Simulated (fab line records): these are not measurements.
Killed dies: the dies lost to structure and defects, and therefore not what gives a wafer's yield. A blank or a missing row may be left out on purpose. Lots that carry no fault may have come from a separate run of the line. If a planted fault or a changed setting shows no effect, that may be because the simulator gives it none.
What tool caused it? | flow nand_harc | Sampling: 11 lots, 33 wafers, 5 of 1159 route steps

== WHAT THE GAUGES READ, wafer by wafer ==
NHARC_END_SORT_01.
lot  | measured     | on        | killed_at_array | killed_at_other | killed_at_periphery | killed_dies | killed_open | killed_short
L517 | day 21 00:59 | prober-01 | 23 14 27        | 1 1 0           | 2 3 2               | 26 18 29    | 5 3 3       | 2 4 4
L518 | day 21 00:56 | prober-02 | 39 31 43        | 0 2 1           | 2 0 0               | 41 33 44    | 6 3 6       | 1 1 1
L520 | day 21 18:07 | prober-02 | 24 16 17        | 0 1 2           | 1 1 0               | 25 18 19    | 4 2 1       | 3 3 0
L522 | day 22 00:26 | prober-02 | 43 30 31        | 0 2 0           | 1 2 3               | 44 34 34    | 3 0 4       | 1 1 0
L524 | day 22 16:44 | prober-01 | 35 674 35       | 1 0 0           | 3 2 2               | 39 676 37   | 4 2 4       | 3 1 1
L532 | day 24 16:04 | prober-02 | 33 39 35        | 1 2 3           | 2 0 3               | 36 41 41    | 1 1 2       | 3 1 2
L534 | day 24 07:27 | prober-02 | 20 26 20        | 3 2 1           | 8 3 5               | 31 31 26    | 3 3 0       | 0 1 2
L533 | day 24 21:35 | prober-01 | 13 15 18        | 2 0 0           | 3 6 5               | 18 21 23    | 2 1 3       | 1 3 1

== WHICH TOOL RAN EACH LOT (tool, then ch and the chambers of the sampled wafers, then the start) ==
lot  | NHARC_A_STAIRCASE_ETCH_225                    | NHARC_A_STAIRCASE_ETCH_227         | NHARC_A_STAIRCASE_TRIM_231                    | NHARC_A_STAIRCASE_ETCH_234
L513 | rie_diel-02 ch 0,3, day 12 03:37 or earlier   | rie_diel-02 ch 0,1, day 12 03:37   | rie_diel-02 ch 1,3, no start                  | rie_diel-02 ch 0,1,3, no start
L517 | rie_diel-07 ch 0,1,3, day 12 08:40 or earlier | rie_diel-07 ch 0,1,2, day 12 08:40 | rie_diel-07 ch 0,3, day 21 00:59 or earlier   | rie_diel-07 ch 0,2,3, day 21 00:59 or earlier
L516 | rie_diel-08 ch 0,1,2, day 12 09:52 or earlier | rie_diel-08 ch 0,1,3, day 12 09:52 | rie_diel-08 ch 1,3, no start                  | rie_diel-08 ch 2,3, no start
L518 | rie_diel-07 ch 0,2, day 12 17:03 or earlier   | rie_diel-07 ch 0,3, day 12 17:03   | rie_diel-07 ch 0,1,2, day 21 00:56 or earlier | rie_diel-07 ch 0,2,3, day 21 00:56 or earlier
L520 | rie_diel-02 ch 0,2, day 13 03:28 or earlier   | rie_diel-02 ch 0,1,3, day 13 03:28 | rie_diel-08 ch 1,2,3, day 21 18:07 or earlier | rie_diel-08 ch 0,2,3, day 21 18:07 or earlier
L522 | rie_diel-07 ch 1,2, day 13 20:39 or earlier   | rie_diel-07 ch 1,2,3, day 13 20:39 | rie_diel-07 ch 1,2,3, day 22 00:26 or earlier | rie_diel-07 ch 0,1,3, day 22 00:26 or earlier
L524 | rie_diel-02 ch 1,2,3, day 14 09:14 or earlier | rie_diel-02 ch 0,1,3, day 14 09:14 | rie_diel-08 ch 0,2, day 22 16:44 or earlier   | rie_diel-08 ch 1,2,3, day 22 16:44 or earlier
L526 | rie_diel-07 ch 0,1,2, day 15 01:40 or earlier | rie_diel-07 ch 0,2, day 15 01:40   | rie_diel-08 ch 1,2,3, no start                | rie_diel-08 ch 0,1,2, no start
L532 | rie_diel-08 ch 0,2,3, day 16 08:49 or earlier | rie_diel-08 ch 0,2,3, day 16 08:49 | rie_diel-07 ch 0,1,3, day 24 16:04 or earlier | rie_diel-07 ch 0,2, day 24 16:04 or earlier
L534 | rie_diel-08 ch 1,3, day 16 09:20 or earlier   | rie_diel-08 ch 0,2,3, day 16 09:20 | rie_diel-02 ch 0,3, day 24 07:27 or earlier   | rie_diel-02 ch 0,3, day 24 07:27 or earlier
L533 | rie_diel-07 ch 0,1,2, day 16 15:34 or earlier | rie_diel-07 ch 0,1,2, day 16 15:34 | rie_diel-07 ch 0,1,2, day 24 21:35 or earlier | rie_diel-07 ch 0,1,3, day 24 21:35 or earlier
- NHARC_A_STAIRCASE_ETCH_225: etches the open film in C4F8/O2, target depth 100 nm, time 40.5 s.
- NHARC_A_STAIRCASE_ETCH_227: etches the open film in C4F8/O2, target depth 100 nm, time 40.5 s.
- NHARC_A_STAIRCASE_TRIM_231: chemistry O2, time 211.2 s.
- NHARC_A_STAIRCASE_ETCH_234: etches the open film in C4F8/O2, target depth 100 nm, time 40.5 s.

== AS READ BY THE TOOLS THEMSELVES (means over the sampled wafers that have a number; for cases with no such wafer, the mark the record gives instead) ==
NHARC_A_STAIRCASE_ETCH_225.
lot  | tool        | chamber_pressure_mTorr (mTorr) | oes_product_au (a.u.) | rf_vpp_V (V)
L513 | rie_diel-02 | 25.019                         | 0.949                 | 893
L517 | rie_diel-07 | 25.000                         | 0.951                 | 898
L516 | rie_diel-08 | 24.983                         | 0.949                 | 896
L518 | rie_diel-07 | 24.982                         | 0.933                 | 900
L520 | rie_diel-02 | 24.988                         | 0.938                 | 900
L522 | rie_diel-07 | 25.000                         | 0.939                 | 897
L524 | rie_diel-02 | 24.975                         | 0.934                 | 894
L526 | rie_diel-07 | 24.992                         | 0.934                 | 900
L532 | rie_diel-08 | 24.993                         | 0.943                 | 895
L534 | rie_diel-08 | 25.001                         | 0.939                 | 899
L533 | rie_diel-07 | 25.012                         | 0.943                 | 899

NHARC_A_STAIRCASE_ETCH_227.
lot  | tool        | chamber_pressure_mTorr (mTorr) | oes_product_au (a.u.) | rf_vpp_V (V)
L513 | rie_diel-02 | 25.009                         | 0.945                 | 902
L517 | rie_diel-07 | 25.003                         | 0.940                 | 900
L516 | rie_diel-08 | 24.963                         | 0.947                 | 900
L518 | rie_diel-07 | 25.009                         | 0.941                 | 901
L520 | rie_diel-02 | 24.993                         | 0.940                 | 897
L522 | rie_diel-07 | 24.996                         | 0.923                 | 895
L524 | rie_diel-02 | 24.995                         | 0.980                 | 897
L526 | rie_diel-07 | 25.015                         | 0.938                 | 899
L532 | rie_diel-08 | 24.992                         | 0.945                 | 896
L534 | rie_diel-08 | 25.008                         | 0.956                 | 894
L533 | rie_diel-07 | 25.012                         | 0.948                 | 900

NHARC_A_STAIRCASE_TRIM_231.
lot  | tool        | chamber_pressure_mTorr (mTorr) | drypump_motor_current_A (A) | o2_flow_sccm (sccm) | oes_product_au (a.u.) | rf_vpp_V (V) | showerhead_plenum_p_Torr (Torr) | throttle_valve_pct (%)
L513 | rie_diel-02 | 60.01                          | 5.4                         | 500.1               | 0.999                 | 57.0         | 3.40                            | 17.043
L517 | rie_diel-07 | 59.95                          | 5.1                         | 501.5               | 0.995                 | 57.7         | 3.64                            | 17.038
L516 | rie_diel-08 | 60.05                          | 6.4                         | 500.1               | 1.000                 | 57.9         | 3.62                            | 17.053
L518 | rie_diel-07 | 59.97                          | 4.9                         | 500.4               | 0.995                 | 58.9         | 3.65                            | 17.024
L520 | rie_diel-08 | 59.97                          | 6.4                         | 500.8               | 1.012                 | 57.8         | 3.52                            | 17.035
L522 | rie_diel-07 | 60.02                          | 5.2                         | 499.5               | 0.997                 | 56.7         | 3.48                            | 17.037
L524 | rie_diel-08 | 60.03                          | 6.2                         | 501.4               | 1.003                 | 57.9         | 3.42                            | 17.034
L526 | rie_diel-08 | 60.01                          | 6.3                         | 500.7               | 1.007                 | 57.4         | 3.51                            | 17.037
L532 | rie_diel-07 | 59.98                          | 5.1                         | 500.3               | 0.994                 | 58.1         | 3.55                            | 17.043
L534 | rie_diel-02 | 60.06                          | 5.5                         | 500.6               | 1.002                 | 57.8         | 3.79                            | 17.044
L533 | rie_diel-07 | 60.01                          | 4.9                         | 499.0               | 0.991                 | 58.2         | 3.62                            | 17.038

NHARC_A_STAIRCASE_ETCH_234.
lot  | tool        | chamber_pressure_mTorr (mTorr) | oes_product_au (a.u.) | rf_vpp_V (V)
L513 | rie_diel-02 | 24.983                         | 0.938                 | 897
L517 | rie_diel-07 | 24.988                         | 0.943                 | 897
L516 | rie_diel-08 | 25.008                         | 0.952                 | 892
L518 | rie_diel-07 | 24.978                         | 0.941                 | 897
L520 | rie_diel-08 | 24.998                         | 0.933                 | 896
L522 | rie_diel-07 | 25.004                         | 0.939                 | 897
L524 | rie_diel-08 | 25.012                         | 0.950                 | 895
L526 | rie_diel-08 | 24.987                         | 0.955                 | 895
L532 | rie_diel-07 | 25.001                         | 0.938                 | 899
L534 | rie_diel-02 | 24.985                         | 0.954                 | 904
L533 | rie_diel-07 | 24.985                         | 0.930                 | 897

== THE ANSWER, worked out from the rows above alone ==
Rule: what is usual is taken from the lots themselves. The widest of any qualifying gaps counts: lots, ordered by their means at a reading, are off when they make up no more than a third of the lots, leave a main group of 4 or more, and stand apart from it by 3 or more times the standard deviation of that group's means. If all means in a main group match to the digits the tables above print for the reading, that group is not used. A lot without any number at a reading at which 4 lots or more have one is off too. Where the step has rows for the other lots, those lots are counted as sound. First the gauges in route order, then the tools' own readings, where a lot's mean is used as printed above. The first step at which some lot is off is used, and at that step the reading that is off furthest; a lot without a number counts as furthest.
Off, at NHARC_END_SORT_01 on killed_dies: L524. Main group: mean 30, sd 7.9. Neither off nor sound, because the step has no rows for them: L513, L516, L526.
If a tool, at a process step before that reading, ran all the lots that are off and no sound lot after the first of them, it fits. Gauges at NHARC_END_SORT_01: tried the same way as those tools. With no start given for some of its lots, NHARC_A_STAIRCASE_ETCH_225 uses the hours and lot order of NHARC_A_STAIRCASE_ETCH_227. With no start given for some of its lots, NHARC_A_STAIRCASE_TRIM_231 uses the hours and lot order of NHARC_END_SORT_01. With no start given for some of its lots, NHARC_A_STAIRCASE_ETCH_234 uses the hours and lot order of NHARC_END_SORT_01. Undecided on this evidence; 2 tools fit (rie_diel-02 at NHARC_A_STAIRCASE_ETCH_225 and NHARC_A_STAIRCASE_ETCH_227, rie_diel-08 at NHARC_A_STAIRCASE_TRIM_231 and NHARC_A_STAIRCASE_ETCH_234).

== WHAT THE SIMULATOR PUT IN ==
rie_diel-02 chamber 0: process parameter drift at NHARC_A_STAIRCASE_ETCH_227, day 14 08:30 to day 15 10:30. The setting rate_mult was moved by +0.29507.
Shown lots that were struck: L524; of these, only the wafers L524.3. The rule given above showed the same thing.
